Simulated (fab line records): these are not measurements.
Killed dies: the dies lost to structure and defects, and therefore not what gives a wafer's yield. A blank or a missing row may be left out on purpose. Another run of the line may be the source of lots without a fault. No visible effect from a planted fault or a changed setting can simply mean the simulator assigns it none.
Split-lot study    flow n5-finfet    39 wafers read from 7 lots, route of 1938 steps

## ABOUT THE SPLIT
At N5_BEOL_M12_ETCH_59 (etches BARC in N2/H2, target depth 89 nm, overetch 26.7 nm, time 67.9 s), the setting target-depth-a was moved away from the recipe's 890 angstrom on 12 of the 39 wafers read, by -46.9% to +51.8%. This setting was run at the recipe's value on the other wafers.

Split to reading: the file shows no intervening step.

## THE READING
coat_of_BEOL_M12_COAT_04.thk-nm (the simulator's own value, which no gauge read), in nm, at N5_BEOL_M12_VIA_ETCH_16 (etches SiOC in C4F8/O2/Ar, target depth 724.8 nm). The file does not state a usual value for it. The 27 wafers here that ran the recipe average 125.6 nm, standard deviation 3.3 nm.

wafer   tool, chamber at the split  target-depth-a as run, angstrom  against the recipe  coat_of_BEOL_M12_COAT_04.thk-nm, nm  against lot-mates on the recipe
L074.1  rie-diel-01, 1              890                              recipe              130.8                                -
L074.2  rie-diel-01, 3              890                              recipe              127.2                                -
L074.3  rie-diel-01, 0              890                              recipe              131.2                                -
L074.4  rie-diel-01, 2              890                              recipe              124.4                                -
L074.5  rie-diel-01, 3              890                              recipe              120.8                                -
L074.6  rie-diel-01, 2              890                              recipe              125                                  -
L076.1  rie-diel-06, 0              1351                             +51.8%              100.8                                -26.9
L076.2  rie-diel-06, 2              890                              recipe              130.4                                -
L076.3  rie-diel-06, 1              1351                             +51.8%              102                                  -25.7
L076.4  rie-diel-06, 3              1351                             +51.8%              104.4                                -23.3
L076.5  rie-diel-06, 3              890                              recipe              130.2                                -
L076.6  rie-diel-06, 0              890                              recipe              122.6                                -
L077.1  rie-diel-06, 1              890                              recipe              124.8                                -
L077.2  rie-diel-06, 0              1191                             +33.8%              105.8                                -17.9
L077.3  rie-diel-06, 2              1191                             +33.8%              110.4                                -13.3
L077.4  rie-diel-06, 3              1191                             +33.8%              108.2                                -15.5
L077.5  rie-diel-06, 2              890                              recipe              124.4                                -
L077.6  rie-diel-06, 1              890                              recipe              122                                  -
L080.1  rie-diel-03, 1              890                              recipe              125.2                                -
L080.2  rie-diel-03, 2              472.8                            -46.9%              154.4                                +30.8
L080.3  rie-diel-03, 0              890                              recipe              123.6                                -
L080.4  rie-diel-03, 3              472.8                            -46.9%              149.6                                +26.0
L080.5  rie-diel-03, 0              472.8                            -46.9%              145.8                                +22.2
L080.6  rie-diel-03, 3              890                              recipe              122                                  -
L087.1  rie-diel-03, 1              890                              recipe              127.6                                -
L087.2  rie-diel-03, 2              1215                             +36.5%              115.8                                -13.4
L087.3  rie-diel-03, 3              890                              recipe              126.6                                -
L087.4  rie-diel-03, 0              1215                             +36.5%              110.8                                -18.4
L087.5  rie-diel-03, 3              1215                             +36.5%              106.8                                -22.4
L087.6  rie-diel-03, 2              890                              recipe              133.4                                -
L091.1  rie-diel-01, 0              890                              recipe              125.6                                -
L091.2  rie-diel-01, 1              890                              recipe              129                                  -
L091.3  rie-diel-01, 2              890                              recipe              123.4                                -
L091.4  rie-diel-01, 2              890                              recipe              121.4                                -
L091.5  rie-diel-01, 0              890                              recipe              121.4                                -
L091.6  rie-diel-01, 1              890                              recipe              122.4                                -
L094.4  rie-diel-01, 2              890                              recipe              124.8                                -
L094.5  rie-diel-01, 1              890                              recipe              124.2                                -
L094.6  rie-diel-01, 2              890                              recipe              126.4                                -

FIT RESULTS
A straight line over all 39 wafers: coat_of_BEOL_M12_COAT_04.thk-nm changes by -0.474 nm for each +1% of target-depth-a; r = -0.96; the points scatter about the line by 3.5 nm.
The same after taking each lot's own level away (the mean of its wafers on the recipe; 39 wafers): -0.512 nm for each +1%; r = -0.97; scatter 2.9 nm.
According to that fit, moving target-depth-a by its largest amount changes the reading by 27 nm.
The span of the lots' own levels, 123.60 to 129.20 nm, comes to 1.7 times the standard deviation stated above.
Consequently the slope shifts little with the lot-to-lot level, the two slopes agreeing.
Check: with one of the wafers moved furthest among these (+51.8%) left out of the fit, the line predicts -25.9 nm for it against its lot-mates. It came out at -26.9 nm against them.

## FURTHER SPLITS ON THESE WAFERS
Before the reading, these wafers also passed through other splits. Each is held against what the fit with the lots' levels taken away leaves over:
other split on the same wafers          wafers away from the commonest value  r with coat_of_BEOL_M12_COAT_04.thk-nm (lot level and that fit taken away)
N5_FIN_SAQP_HM_DEP_03 target-thk-a      9                                     +0.01
N5_SD_EPI_P_ETCHBACK_46 target-depth-a  15                                    +0.17
N5_MOL_CONTACT_COAG_ALD_20 ald-cycles   18                                    -0.11
N5_BEOL_M5_DEP_56 target-thk-a          6                                     +0.02
N5_BEOL_M9_VIA_ETCH_34 target-depth-a   9                                     -0.02

## THE WHOLE CHAIN: every reading that the file lists as answering this split, in the file's order
step                     what it does                                                             reading                                                                           change (the file's fit)                r (the file's)
N5_BEOL_M12_ETCH_59      etches BARC in N2/H2, target depth 89 nm, overetch 26.7 nm, time 67.9 s  coat_of_BEOL_M12_COAT_04.thk-nm (the simulator's own value, which no gauge read)  -0.502 nm for each +1% of the setting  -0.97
N5_BEOL_M12_VIA_ETCH_16  etches SiOC in C4F8/O2/Ar, target depth 724.8 nm                         coat_of_BEOL_M12_COAT_04.thk-nm (the simulator's own value, which no gauge read)  -0.507 nm for each +1% of the setting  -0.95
N5_BEOL_M12_STRIP_63     strips in N2/H2                                                          strip-time-to-endpoint-s                                                          withheld for each +1% of the setting   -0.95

## THE FILE'S OWN FIT
coat_of_BEOL_M12_COAT_04.thk-nm changes by -0.507 nm for each +1% of target-depth-a, r = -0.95.
